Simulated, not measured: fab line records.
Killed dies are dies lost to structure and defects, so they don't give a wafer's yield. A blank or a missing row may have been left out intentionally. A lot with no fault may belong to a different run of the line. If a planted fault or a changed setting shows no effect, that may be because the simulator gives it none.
Chamber matching	flow n5Finfet	4 sister chambers for N5_BEOL_M11_CMP_52 on cmp-04
The step polishes, stops on SiCOH lowk, t overpolish 7 s, target thk 140 nm. 16 wafers are shown with their chamber, then 8 later ones without.

WAFERS WITH THEIR CHAMBER
wafer	chamber	motorCurrentA (A)	barrierFieldEndpointS (s)	overpolishRunS (s)
L150.3	0	5.3	27.0	6.996
L150.5	2	6.2	27.9	7.011
L150.6	1	5.2	28.9	7.011
L149.1	2	6.1	27.9	7.008
L149.2	0	5.3	27.7	7.000
L149.5	0	5.7	28.1	6.993
L148.2	3	6.8	29.0	7.015
L148.4	2	6.3	30.3	7.008
L148.5	0	5.5	29.2	6.999
L151.2	3	6.5	29.4	7.004
L151.3	0	5.4	28.0	6.993
L151.4	2	6.2	29.7	7.001
L154.3	1	5.4	29.0	7.003
L154.4	3	6.7	29.9	7.007
L154.6	3	6.5	30.4	6.999
L158.2	2	5.9	28.8	6.987

SIGNATURES, as means of the wafers listed above
reading	chamber 0	chamber 1	chamber 2	chamber 3	scatter within a chamber
motorCurrentA	5.440	5.300	6.140	6.625	0.156
barrierFieldEndpointS	28.000	28.950	28.920	29.675	0.83
overpolishRunS	6.99620	7.00700	7.00300	7.00625	0.00697
Rule: for each reading, subtract the chamber's mean from the wafer's reading, divide by that reading's scatter and square the result; add these up over the readings and take the root, which gives the wafer's distance from the chamber. The wafer belongs to the nearest chamber; if the next one is less than 2 further off, it can't be placed. The scatter: take each reading less its chamber's mean, square it, sum over the shown wafers, divide by the number of wafers less the number of chambers, and take the root.

WAFERS MISSING THEIR CHAMBER
wafer	motorCurrentA (A)	barrierFieldEndpointS (s)	overpolishRunS (s)
L158.3	5.2	27.8	7.016
L158.4	6.6	28.8	7.019
L160.1	6.7	28.2	7.003
L160.2	5.6	27.1	7.014
L160.6	6.0	28.3	6.990
L171.3	5.5	29.1	7.010
L171.5	5.6	28.9	6.994
L171.6	6.4	28.6	7.009

THE CHAMBER EACH PASSED THROUGH
wafer	from the rows above	in truth
L158.3	can't be placed: 1 or 0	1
L158.4	can't be placed: 3 or 2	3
L160.1	can't be placed: 3 or 2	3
L160.2	can't be placed: 0 or 1 or 2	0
L160.6	can't be placed: 2 or 0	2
L171.3	can't be placed: 1 or 0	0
L171.5	can't be placed: 0 or 1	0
L171.6	can't be placed: 2 or 3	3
Correct placement for 0 of the 8. These rows do not allow placing 8 (true chamber among the candidates in 8). Number placed wrongly: 0.
